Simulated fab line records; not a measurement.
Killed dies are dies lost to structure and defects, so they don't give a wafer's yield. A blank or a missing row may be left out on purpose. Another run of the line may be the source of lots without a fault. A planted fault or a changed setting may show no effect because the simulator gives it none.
Which of the tools did it? || flow nand harc || 24 lots, 72 wafers sampled, at 6 steps of a route of 1159

## WHAT THE GAUGES READ, wafer by wafer
NHARC_P_M1_CD_MEAS_09: the cd target is 130 nm.
{"lot": "L074", "measured": "day 6 00:17", "on": "cd sem-03", "cd nm (nm)": "130.3 129.4 130.0"}
{"lot": "L075", "measured": "day 6 14:05", "on": "cd sem-02", "cd nm (nm)": "129.9 130.8 129.3"}
{"lot": "L077", "measured": "day 6 16:05", "on": "cd sem-01", "cd nm (nm)": "130.0 130.4 130.0"}
{"lot": "L076", "measured": "day 6 16:17", "on": "cd sem-02", "cd nm (nm)": "131.0 131.0 130.8"}
{"lot": "L078", "measured": "day 7 01:59", "on": "cd sem-01", "cd nm (nm)": "130.2 129.4 129.7"}
{"lot": "L079", "measured": "day 7 14:33", "on": "cd sem-03", "cd nm (nm)": "131.3 131.0 131.3"}
{"lot": "L080", "measured": "day 7 19:37", "on": "cd sem-02", "cd nm (nm)": "131.1 129.7 131.3"}
{"lot": "L081", "measured": "day 7 19:58", "on": "cd sem-02", "cd nm (nm)": "130.8 130.4 130.1"}
{"lot": "L082", "measured": "day 8 00:26", "on": "cd sem-01", "cd nm (nm)": "131.1 130.0 131.0"}
{"lot": "L084", "measured": "day 8 05:36", "on": "cd sem-03", "cd nm (nm)": "129.9 130.1 130.6"}
{"lot": "L083", "measured": "day 8 09:29", "on": "cd sem-02", "cd nm (nm)": "131.4 130.8 131.8"}
{"lot": "L086", "measured": "day 9 06:44", "on": "cd sem-03", "cd nm (nm)": "130.2 130.8 130.3"}
{"lot": "L087", "measured": "day 9 07:52", "on": "cd sem-01", "cd nm (nm)": "129.8 130.6 128.6"}
{"lot": "L085", "measured": "day 9 07:58", "on": "cd sem-01", "cd nm (nm)": "130.5 130.7 130.1"}
{"lot": "L088", "measured": "day 9 17:31", "on": "cd sem-01", "cd nm (nm)": "129.0 129.8 128.8"}
{"lot": "L089", "measured": "day 9 23:31", "on": "cd sem-02", "cd nm (nm)": "130.0 130.4 130.3"}
{"lot": "L091", "measured": "day 10 05:08", "on": "cd sem-01", "cd nm (nm)": "129.2 130.2 129.3"}
{"lot": "L090", "measured": "day 10 06:43", "on": "cd sem-02", "cd nm (nm)": "131.2 130.2 132.0"}
{"lot": "L092", "measured": "day 10 11:36", "on": "cd sem-02", "cd nm (nm)": "129.5 130.2 129.2"}
{"lot": "L094", "measured": "day 10 17:02", "on": "cd sem-03", "cd nm (nm)": "130.8 130.9 131.2"}
{"lot": "L093", "measured": "day 10 18:47", "on": "cd sem-03", "cd nm (nm)": "130.3 129.1 130.4"}
{"lot": "L095", "measured": "day 11 05:08", "on": "cd sem-01", "cd nm (nm)": "130.4 130.3 130.4"}
{"lot": "L097", "measured": "day 11 19:19", "on": "cd sem-02", "cd nm (nm)": "131.6 131.1 131.7"}
{"lot": "L096", "measured": "day 11 19:56", "on": "cd sem-01", "cd nm (nm)": "130.6 129.6 130.0"}

NHARC_P_M2_THK_MEAS_24: measures by xrf.
{"lot": "L074", "measured": "day 6 07:11", "on": "film metro-02", "thk nm (nm)": "142.5 144.3 142.2"}
{"lot": "L075", "measured": "day 6 21:16", "on": "film metro-01", "thk nm (nm)": "144.7 142.7 144.3"}
{"lot": "L077", "measured": "day 6 23:02", "on": "film metro-02", "thk nm (nm)": "143.5 143.4 145.8"}
{"lot": "L076", "measured": "day 6 22:58", "on": "film metro-01", "thk nm (nm)": "145.0 146.6 144.5"}
{"lot": "L078", "measured": "day 7 08:43", "on": "film metro-02", "thk nm (nm)": "144.2 145.0 144.5"}
{"lot": "L079", "measured": "day 7 21:25", "on": "film metro-02", "thk nm (nm)": "144.6 143.3 146.5"}
{"lot": "L080", "measured": "day 8 02:21", "on": "film metro-01", "thk nm (nm)": "144.2 143.0 143.7"}
{"lot": "L081", "measured": "day 8 02:48", "on": "film metro-01", "thk nm (nm)": "145.6 143.6 142.0"}
{"lot": "L082", "measured": "day 8 07:11", "on": "film metro-02", "thk nm (nm)": "141.1 144.4 143.1"}
{"lot": "L084", "measured": "day 8 12:24", "on": "film metro-02", "thk nm (nm)": "143.6 143.9 144.1"}
{"lot": "L083", "measured": "day 8 16:13", "on": "film metro-01", "thk nm (nm)": "145.5 144.0 142.9"}
{"lot": "L086", "measured": "day 9 13:37", "on": "film metro-01", "thk nm (nm)": "143.8 141.1 143.3"}
{"lot": "L087", "measured": "day 9 14:52", "on": "film metro-02", "thk nm (nm)": "142.8 144.0 142.3"}
{"lot": "L085", "measured": "day 9 15:11", "on": "film metro-02", "thk nm (nm)": "143.6 145.1 146.7"}
{"lot": "L088", "measured": "day 10 00:30", "on": "film metro-02", "thk nm (nm)": "146.2 145.0 144.3"}
{"lot": "L089", "measured": "day 10 06:29", "on": "film metro-01", "thk nm (nm)": "147.1 145.7 143.9"}
{"lot": "L091", "measured": "day 10 12:06", "on": "film metro-02", "thk nm (nm)": "142.0 145.4 143.8"}
{"lot": "L090", "measured": "day 10 13:43", "on": "film metro-01", "thk nm (nm)": "143.7 143.5 145.8"}
{"lot": "L092", "measured": "day 10 18:31", "on": "film metro-02", "thk nm (nm)": "143.5 144.9 145.7"}
{"lot": "L094", "measured": "day 10 23:58", "on": "film metro-01", "thk nm (nm)": "145.6 142.8 145.2"}
{"lot": "L093", "measured": "day 11 01:34", "on": "film metro-02", "thk nm (nm)": "145.0 144.5 145.8"}
{"lot": "L095", "measured": "day 11 12:42", "on": "film metro-02", "thk nm (nm)": "145.7 145.6 145.3"}
{"lot": "L097", "measured": "day 12 01:58", "on": "film metro-02", "thk nm (nm)": "143.2 144.7 144.9"}
{"lot": "L096", "measured": "day 12 02:45", "on": "film metro-01", "thk nm (nm)": "144.7 144.7 143.9"}

NHARC_A_START_INSPECT_01.
{"lot": "L074", "measured": "day 6 12:17", "on": "defect inspect-02", "raw defect count": "6 5 2"}
{"lot": "L075", "measured": "day 7 02:38", "on": "defect inspect-01", "raw defect count": "4 4 3"}
{"lot": "L077", "measured": "day 7 05:02", "on": "defect inspect-01", "raw defect count": "6 4 6"}
{"lot": "L076", "measured": "day 7 04:35", "on": "defect inspect-02", "raw defect count": "3 3 2"}
{"lot": "L078", "measured": "day 7 14:07", "on": "defect inspect-01", "raw defect count": "3 8 5"}
{"lot": "L079", "measured": "day 8 02:26", "on": "defect inspect-01", "raw defect count": "1 4 6"}
{"lot": "L080", "measured": "day 8 07:33", "on": "defect inspect-02", "raw defect count": "2 2 2"}
{"lot": "L081", "measured": "day 8 07:53", "on": "defect inspect-02", "raw defect count": "5 3 5"}
{"lot": "L082", "measured": "day 8 12:22", "on": "defect inspect-02", "raw defect count": "7 6 5"}
{"lot": "L084", "measured": "day 8 17:38", "on": "defect inspect-02", "raw defect count": "4 6 2"}
{"lot": "L083", "measured": "day 8 21:23", "on": "defect inspect-01", "raw defect count": "5 4 8"}
{"lot": "L086", "measured": "day 9 18:44", "on": "defect inspect-01", "raw defect count": "3 3 2"}
{"lot": "L087", "measured": "day 9 20:50", "on": "defect inspect-02", "raw defect count": "3 3 2"}
{"lot": "L085", "measured": "day 9 21:10", "on": "defect inspect-01", "raw defect count": "3 5 4"}
{"lot": "L088", "measured": "day 10 05:41", "on": "defect inspect-02", "raw defect count": "2 5 3"}
{"lot": "L089", "measured": "day 10 11:53", "on": "defect inspect-01", "raw defect count": "1 1 3"}
{"lot": "L091", "measured": "day 10 17:26", "on": "defect inspect-02", "raw defect count": "1 4 2"}
{"lot": "L090", "measured": "day 10 18:52", "on": "defect inspect-02", "raw defect count": "5 2 6"}
{"lot": "L092", "measured": "day 10 23:51", "on": "defect inspect-02", "raw defect count": "8 6 5"}
{"lot": "L094", "measured": "day 11 05:05", "on": "defect inspect-02", "raw defect count": "4 1 8"}
{"lot": "L093", "measured": "day 11 06:50", "on": "defect inspect-01", "raw defect count": "4 1 5"}
{"lot": "L095", "measured": "day 11 17:49", "on": "defect inspect-02", "raw defect count": "3 4 3"}
{"lot": "L097", "measured": "day 12 07:11", "on": "defect inspect-01", "raw defect count": "3 4 1"}
{"lot": "L096", "measured": "day 12 08:21", "on": "defect inspect-02", "raw defect count": "3 3 7"}

## TOOL THAT RAN EACH LOT (tool first, then ch and the chambers of the sampled wafers, then the start)
{"lot": "L074", "NHARC_P_M1_STRIP_18": "rie diel-02 ch 0,1,3, day 6 00:54", "NHARC_P_M1_PRE_CLEAN_32": "pecvd-02 ch 0,2, day 6 03:06", "NHARC_P_BONDPAD_ANNEAL_28": "rtp anneal-02 ch 0, day 6 11:00"}
{"lot": "L075", "NHARC_P_M1_STRIP_18": "rie diel-07 ch 0,1,3, day 6 14:38", "NHARC_P_M1_PRE_CLEAN_32": "pecvd-02 ch 0,1, day 6 16:54", "NHARC_P_BONDPAD_ANNEAL_28": "rtp anneal-01 ch 0, day 7 01:13"}
{"lot": "L077", "NHARC_P_M1_STRIP_18": "rie diel-05 ch 1,2,3, day 6 16:39", "NHARC_P_M1_PRE_CLEAN_32": "pecvd-02 ch 0,2, day 6 18:57", "NHARC_P_BONDPAD_ANNEAL_28": "rtp anneal-01 ch 0, day 7 03:45"}
{"lot": "L076", "NHARC_P_M1_STRIP_18": "rie diel-02 ch 1,2, day 6 16:51", "NHARC_P_M1_PRE_CLEAN_32": "pecvd-03 ch 0,2, day 6 19:06", "NHARC_P_BONDPAD_ANNEAL_28": "rtp anneal-02 ch 0, day 7 03:14"}
{"lot": "L078", "NHARC_P_M1_STRIP_18": "rie diel-02 ch 2,3, day 7 02:36", "NHARC_P_M1_PRE_CLEAN_32": "pecvd-02 ch 0,2, day 7 04:53", "NHARC_P_BONDPAD_ANNEAL_28": "rtp anneal-01 ch 0, day 7 12:47"}
{"lot": "L079", "NHARC_P_M1_STRIP_18": "rie diel-05 ch 0,1, day 7 15:07", "NHARC_P_M1_PRE_CLEAN_32": "pecvd-03 ch 1,2, day 7 17:26", "NHARC_P_BONDPAD_ANNEAL_28": "rtp anneal-02 ch 0, day 8 01:05"}
{"lot": "L080", "NHARC_P_M1_STRIP_18": "rie diel-02 ch 0,3, day 7 20:11", "NHARC_P_M1_PRE_CLEAN_32": "pecvd-03 ch 0,1,2, day 7 22:28", "NHARC_P_BONDPAD_ANNEAL_28": "rtp anneal-02 ch 0, day 8 06:22"}
{"lot": "L081", "NHARC_P_M1_STRIP_18": "rie diel-07 ch 1,2,3, day 7 20:31", "NHARC_P_M1_PRE_CLEAN_32": "pecvd-02 ch 0,1,2, day 7 22:52", "NHARC_P_BONDPAD_ANNEAL_28": "rtp anneal-02 ch 0, day 8 06:40"}
{"lot": "L082", "NHARC_P_M1_STRIP_18": "rie diel-07 ch 0,1,2, day 8 01:02", "NHARC_P_M1_PRE_CLEAN_32": "pecvd-02 ch 0,1, day 8 03:16", "NHARC_P_BONDPAD_ANNEAL_28": "rtp anneal-01 ch 0, day 8 11:01"}
{"lot": "L084", "NHARC_P_M1_STRIP_18": "rie diel-05 ch 1,2, day 8 06:11", "NHARC_P_M1_PRE_CLEAN_32": "pecvd-02 ch 0,1,2, day 8 08:28", "NHARC_P_BONDPAD_ANNEAL_28": "rtp anneal-02 ch 0, day 8 16:21"}
{"lot": "L083", "NHARC_P_M1_STRIP_18": "rie diel-02 ch 0,1,3, day 8 10:07", "NHARC_P_M1_PRE_CLEAN_32": "pecvd-02 ch 1,2, day 8 12:19", "NHARC_P_BONDPAD_ANNEAL_28": "rtp anneal-02 ch 0, day 8 20:03"}
{"lot": "L086", "NHARC_P_M1_STRIP_18": "rie diel-02 ch 0,1, day 9 07:18", "NHARC_P_M1_PRE_CLEAN_32": "pecvd-03 ch 0,1,2, day 9 09:36", "NHARC_P_BONDPAD_ANNEAL_28": "rtp anneal-02 ch 0, day 9 17:27"}
{"lot": "L087", "NHARC_P_M1_STRIP_18": "rie diel-02 ch 0,1, day 9 08:28", "NHARC_P_M1_PRE_CLEAN_32": "pecvd-03 ch 0,1,2, day 9 10:46", "NHARC_P_BONDPAD_ANNEAL_28": "rtp anneal-02 ch 0, day 9 19:38"}
{"lot": "L085", "NHARC_P_M1_STRIP_18": "rie diel-05 ch 0,2,3, day 9 08:31", "NHARC_P_M1_PRE_CLEAN_32": "pecvd-02 ch 0,1,2, day 9 11:03", "NHARC_P_BONDPAD_ANNEAL_28": "rtp anneal-02 ch 0, day 9 19:50"}
{"lot": "L088", "NHARC_P_M1_STRIP_18": "rie diel-07 ch 0,1,2, day 9 18:06", "NHARC_P_M1_PRE_CLEAN_32": "pecvd-03 ch 0,1, day 9 20:31", "NHARC_P_BONDPAD_ANNEAL_28": "rtp anneal-02 ch 0, day 10 04:22"}
{"lot": "L089", "NHARC_P_M1_STRIP_18": "rie diel-05 ch 0,1,3, day 10 00:06", "NHARC_P_M1_PRE_CLEAN_32": "pecvd-03 ch 1,2, day 10 02:27", "NHARC_P_BONDPAD_ANNEAL_28": "rtp anneal-01 ch 0, day 10 10:31"}
{"lot": "L091", "NHARC_P_M1_STRIP_18": "rie diel-05 ch 0,1,2, day 10 05:56", "NHARC_P_M1_PRE_CLEAN_32": "pecvd-02 ch 0,1,2, day 10 08:10", "NHARC_P_BONDPAD_ANNEAL_28": "rtp anneal-01 ch 0, day 10 16:12"}
{"lot": "L090", "NHARC_P_M1_STRIP_18": "rie diel-07 ch 0,3, day 10 07:25", "NHARC_P_M1_PRE_CLEAN_32": "pecvd-01 ch 0,1,2, day 10 09:46", "NHARC_P_BONDPAD_ANNEAL_28": "rtp anneal-02 ch 0, day 10 17:36"}
{"lot": "L092", "NHARC_P_M1_STRIP_18": "rie diel-02 ch 0,2,3, day 10 12:14", "NHARC_P_M1_PRE_CLEAN_32": "pecvd-02 ch 1,2, day 10 14:39", "NHARC_P_BONDPAD_ANNEAL_28": "rtp anneal-02 ch 0, day 10 22:34"}
{"lot": "L094", "NHARC_P_M1_STRIP_18": "rie diel-02 ch 0,2,3, day 10 17:39", "NHARC_P_M1_PRE_CLEAN_32": "pecvd-02 ch 0,1,2, day 10 20:00", "NHARC_P_BONDPAD_ANNEAL_28": "rtp anneal-01 ch 0, day 11 03:52"}
{"lot": "L093", "NHARC_P_M1_STRIP_18": "rie diel-05 ch 1,2,3, day 10 19:22", "NHARC_P_M1_PRE_CLEAN_32": "pecvd-03 ch 1,2, day 10 21:38", "NHARC_P_BONDPAD_ANNEAL_28": "rtp anneal-02 ch 0, day 11 05:28"}
{"lot": "L095", "NHARC_P_M1_STRIP_18": "rie diel-02 ch 0,2,3, day 11 05:50", "NHARC_P_M1_PRE_CLEAN_32": "pecvd-03 ch 0,1,2, day 11 08:49", "NHARC_P_BONDPAD_ANNEAL_28": "rtp anneal-01 ch 0, day 11 16:27"}
{"lot": "L097", "NHARC_P_M1_STRIP_18": "rie diel-05 ch 0,1,3, day 11 19:55", "NHARC_P_M1_PRE_CLEAN_32": "pecvd-01 ch 0,1,2, day 11 22:11", "NHARC_P_BONDPAD_ANNEAL_28": "rtp anneal-02 ch 0, day 12 05:48"}
{"lot": "L096", "NHARC_P_M1_STRIP_18": "rie diel-05 ch 0,1,3, day 11 20:30", "NHARC_P_M1_PRE_CLEAN_32": "pecvd-01 ch 0,1,2, day 11 22:50", "NHARC_P_BONDPAD_ANNEAL_28": "rtp anneal-02 ch 0, day 12 06:57"}
- NHARC_P_M1_STRIP_18: strips in N2/H2.
- NHARC_P_M1_PRE_CLEAN_32: time 12 s.
- NHARC_P_BONDPAD_ANNEAL_28: time 90 s.

## AS READ BY THE TOOLS THEMSELVES (means over the sampled wafers that have a number; for cases with no such wafer, the mark the record gives instead)
NHARC_P_M1_STRIP_18.
{"lot": "L074", "tool": "rie diel-02", "drypump motor current A (A)": 5.3, "oes product au (a.u.)": 0.991, "rf vpp V (V)": 89.9, "showerhead plenum p Torr (Torr)": 1.91, "throttle valve pct (%)": 14.173}
{"lot": "L075", "tool": "rie diel-07", "drypump motor current A (A)": 5.5, "oes product au (a.u.)": 0.997, "rf vpp V (V)": 91.7, "showerhead plenum p Torr (Torr)": 2.09, "throttle valve pct (%)": 14.167}
{"lot": "L077", "tool": "rie diel-05", "drypump motor current A (A)": 5.8, "oes product au (a.u.)": 0.990, "rf vpp V (V)": 90.0, "showerhead plenum p Torr (Torr)": 2.00, "throttle valve pct (%)": 14.174}
{"lot": "L076", "tool": "rie diel-02", "drypump motor current A (A)": 6.1, "oes product au (a.u.)": 0.991, "rf vpp V (V)": 90.6, "showerhead plenum p Torr (Torr)": 1.94, "throttle valve pct (%)": 14.165}
{"lot": "L078", "tool": "rie diel-02", "drypump motor current A (A)": 5.5, "oes product au (a.u.)": 0.976, "rf vpp V (V)": 90.3, "showerhead plenum p Torr (Torr)": 1.92, "throttle valve pct (%)": 14.162}
{"lot": "L079", "tool": "rie diel-05", "drypump motor current A (A)": 5.7, "oes product au (a.u.)": 0.980, "rf vpp V (V)": 90.7, "showerhead plenum p Torr (Torr)": 2.14, "throttle valve pct (%)": 14.171}
{"lot": "L080", "tool": "rie diel-02", "drypump motor current A (A)": 5.3, "oes product au (a.u.)": 0.983, "rf vpp V (V)": 90.0, "showerhead plenum p Torr (Torr)": 1.90, "throttle valve pct (%)": 14.175}
{"lot": "L081", "tool": "rie diel-07", "drypump motor current A (A)": 5.8, "oes product au (a.u.)": 1.001, "rf vpp V (V)": 91.4, "showerhead plenum p Torr (Torr)": 2.06, "throttle valve pct (%)": 14.177}
{"lot": "L082", "tool": "rie diel-07", "drypump motor current A (A)": 5.9, "oes product au (a.u.)": 1.001, "rf vpp V (V)": 91.3, "showerhead plenum p Torr (Torr)": 2.03, "throttle valve pct (%)": 14.168}
{"lot": "L084", "tool": "rie diel-05", "drypump motor current A (A)": 5.9, "oes product au (a.u.)": 1.003, "rf vpp V (V)": 91.5, "showerhead plenum p Torr (Torr)": 2.04, "throttle valve pct (%)": 14.175}
{"lot": "L083", "tool": "rie diel-02", "drypump motor current A (A)": 5.3, "oes product au (a.u.)": 0.994, "rf vpp V (V)": 89.9, "showerhead plenum p Torr (Torr)": 1.91, "throttle valve pct (%)": 14.172}
{"lot": "L086", "tool": "rie diel-02", "drypump motor current A (A)": 5.4, "oes product au (a.u.)": 1.000, "rf vpp V (V)": 89.4, "showerhead plenum p Torr (Torr)": 1.91, "throttle valve pct (%)": 14.177}
{"lot": "L087", "tool": "rie diel-02", "drypump motor current A (A)": 5.4, "oes product au (a.u.)": 0.983, "rf vpp V (V)": 90.2, "showerhead plenum p Torr (Torr)": 1.91, "throttle valve pct (%)": 14.174}
{"lot": "L085", "tool": "rie diel-05", "drypump motor current A (A)": 5.6, "oes product au (a.u.)": 1.000, "rf vpp V (V)": 90.8, "showerhead plenum p Torr (Torr)": 2.03, "throttle valve pct (%)": 14.168}
{"lot": "L088", "tool": "rie diel-07", "drypump motor current A (A)": 5.9, "oes product au (a.u.)": 1.005, "rf vpp V (V)": 89.7, "showerhead plenum p Torr (Torr)": 2.03, "throttle valve pct (%)": 14.169}
{"lot": "L089", "tool": "rie diel-05", "drypump motor current A (A)": 5.7, "oes product au (a.u.)": 0.984, "rf vpp V (V)": 90.4, "showerhead plenum p Torr (Torr)": 2.06, "throttle valve pct (%)": 14.167}
{"lot": "L091", "tool": "rie diel-05", "drypump motor current A (A)": 5.7, "oes product au (a.u.)": 0.991, "rf vpp V (V)": 90.4, "showerhead plenum p Torr (Torr)": 2.08, "throttle valve pct (%)": 14.175}
{"lot": "L090", "tool": "rie diel-07", "drypump motor current A (A)": 5.6, "oes product au (a.u.)": 0.985, "rf vpp V (V)": 91.2, "showerhead plenum p Torr (Torr)": 2.13, "throttle valve pct (%)": 14.167}
{"lot": "L092", "tool": "rie diel-02", "drypump motor current A (A)": 5.8, "oes product au (a.u.)": 0.995, "rf vpp V (V)": 89.2, "showerhead plenum p Torr (Torr)": 1.92, "throttle valve pct (%)": 14.174}
{"lot": "L094", "tool": "rie diel-02", "drypump motor current A (A)": 5.8, "oes product au (a.u.)": 0.991, "rf vpp V (V)": 90.0, "showerhead plenum p Torr (Torr)": 1.92, "throttle valve pct (%)": 14.167}
{"lot": "L093", "tool": "rie diel-05", "drypump motor current A (A)": 5.8, "oes product au (a.u.)": 0.996, "rf vpp V (V)": 90.4, "showerhead plenum p Torr (Torr)": 2.00, "throttle valve pct (%)": 14.168}
{"lot": "L095", "tool": "rie diel-02", "drypump motor current A (A)": 5.8, "oes product au (a.u.)": 0.988, "rf vpp V (V)": 89.3, "showerhead plenum p Torr (Torr)": 1.92, "throttle valve pct (%)": 14.177}
{"lot": "L097", "tool": "rie diel-05", "drypump motor current A (A)": 5.7, "oes product au (a.u.)": 0.991, "rf vpp V (V)": 90.7, "showerhead plenum p Torr (Torr)": 2.06, "throttle valve pct (%)": 14.172}
{"lot": "L096", "tool": "rie diel-05", "drypump motor current A (A)": 5.7, "oes product au (a.u.)": 0.987, "rf vpp V (V)": 91.0, "showerhead plenum p Torr (Torr)": 2.06, "throttle valve pct (%)": 14.170}

NHARC_P_M1_PRE_CLEAN_32.
{"lot": "L074", "tool": "pecvd-02", "heater power w (W)": 687}
{"lot": "L075", "tool": "pecvd-02", "heater power w (W)": 573}
{"lot": "L077", "tool": "pecvd-02", "heater power w (W)": 678}
{"lot": "L076", "tool": "pecvd-03", "heater power w (W)": 694}
{"lot": "L078", "tool": "pecvd-02", "heater power w (W)": 638}
{"lot": "L079", "tool": "pecvd-03", "heater power w (W)": 640}
{"lot": "L080", "tool": "pecvd-03", "heater power w (W)": 708}
{"lot": "L081", "tool": "pecvd-02", "heater power w (W)": 636}
{"lot": "L082", "tool": "pecvd-02", "heater power w (W)": 540}
{"lot": "L084", "tool": "pecvd-02", "heater power w (W)": 659}
{"lot": "L083", "tool": "pecvd-02", "heater power w (W)": 646}
{"lot": "L086", "tool": "pecvd-03", "heater power w (W)": 698}
{"lot": "L087", "tool": "pecvd-03", "heater power w (W)": 714}
{"lot": "L085", "tool": "pecvd-02", "heater power w (W)": 635}
{"lot": "L088", "tool": "pecvd-03", "heater power w (W)": 750}
{"lot": "L089", "tool": "pecvd-03", "heater power w (W)": 735}
{"lot": "L091", "tool": "pecvd-02", "heater power w (W)": 646}
{"lot": "L090", "tool": "pecvd-01", "heater power w (W)": 662}
{"lot": "L092", "tool": "pecvd-02", "heater power w (W)": 711}
{"lot": "L094", "tool": "pecvd-02", "heater power w (W)": 671}
{"lot": "L093", "tool": "pecvd-03", "heater power w (W)": 659}
{"lot": "L095", "tool": "pecvd-03", "heater power w (W)": 690}
{"lot": "L097", "tool": "pecvd-01", "heater power w (W)": 603}
{"lot": "L096", "tool": "pecvd-01", "heater power w (W)": 629}

NHARC_P_BONDPAD_ANNEAL_28.
{"lot": "L074", "tool": "rtp anneal-02", "anneal temp c max": 226.02, "wafer_temp_C_max": 225.9}
{"lot": "L075", "tool": "rtp anneal-01", "anneal temp c max": 225.88, "wafer_temp_C_max": 226.3}
{"lot": "L077", "tool": "rtp anneal-01", "anneal temp c max": 225.73, "wafer_temp_C_max": 226.6}
{"lot": "L076", "tool": "rtp anneal-02", "anneal temp c max": 226.05, "wafer_temp_C_max": 225.8}
{"lot": "L078", "tool": "rtp anneal-01", "anneal temp c max": 225.98, "wafer_temp_C_max": 226.3}
{"lot": "L079", "tool": "rtp anneal-02", "anneal temp c max": 225.98, "wafer_temp_C_max": 226.1}
{"lot": "L080", "tool": "rtp anneal-02", "anneal temp c max": 225.99, "wafer_temp_C_max": 225.7}
{"lot": "L081", "tool": "rtp anneal-02", "anneal temp c max": 226.03, "wafer_temp_C_max": 225.6}
{"lot": "L082", "tool": "rtp anneal-01", "anneal temp c max": 225.80, "wafer_temp_C_max": 226.3}
{"lot": "L084", "tool": "rtp anneal-02", "anneal temp c max": 225.84, "wafer_temp_C_max": 225.7}
{"lot": "L083", "tool": "rtp anneal-02", "anneal temp c max": 225.69, "wafer_temp_C_max": 225.9}
{"lot": "L086", "tool": "rtp anneal-02", "anneal temp c max": 225.64, "wafer_temp_C_max": 225.6}
{"lot": "L087", "tool": "rtp anneal-02", "anneal temp c max": 225.72, "wafer_temp_C_max": 225.8}
{"lot": "L085", "tool": "rtp anneal-02", "anneal temp c max": 225.87, "wafer_temp_C_max": 225.7}
{"lot": "L088", "tool": "rtp anneal-02", "anneal temp c max": 225.78, "wafer_temp_C_max": 225.8}
{"lot": "L089", "tool": "rtp anneal-01", "anneal temp c max": 225.90, "wafer_temp_C_max": 226.4}
{"lot": "L091", "tool": "rtp anneal-01", "anneal temp c max": 225.82, "wafer_temp_C_max": 226.1}
{"lot": "L090", "tool": "rtp anneal-02", "anneal temp c max": 225.90, "wafer_temp_C_max": 225.9}
{"lot": "L092", "tool": "rtp anneal-02", "anneal temp c max": 226.07, "wafer_temp_C_max": 225.8}
{"lot": "L094", "tool": "rtp anneal-01", "anneal temp c max": 226.04, "wafer_temp_C_max": 226.4}
{"lot": "L093", "tool": "rtp anneal-02", "anneal temp c max": 225.93, "wafer_temp_C_max": 225.7}
{"lot": "L095", "tool": "rtp anneal-01", "anneal temp c max": 226.03, "wafer_temp_C_max": 226.4}
{"lot": "L097", "tool": "rtp anneal-02", "anneal temp c max": 225.98, "wafer_temp_C_max": 225.7}
{"lot": "L096", "tool": "rtp anneal-02", "anneal temp c max": 225.71, "wafer_temp_C_max": 225.7}

## THE ANSWER, worked out from the rows above alone
Rule: the lots themselves supply what counts as usual. The widest of any qualifying gaps counts: lots, ordered by their means at a reading, are off when they make up no more than a third of the lots, leave a main group of 4 or more, and stand apart from it by 3 or more times the standard deviation of that group's means. Not used: any main group whose means are identical at the precision the tables above print for the reading. A lot without any number at a reading at which 4 lots or more have one is off too. Any other lot the step has rows for is counted as sound. The gauges are gone through in route order, then the tools' own readings, and for those a lot's mean is taken as printed above. The first step at which some lot is off is used, and at that step the reading that is off furthest; a lot without a number counts as furthest.
No lot is off at any reading shown: from this, nothing can be told.

## WHAT HAD BEEN PUT IN BY THE SIMULATOR
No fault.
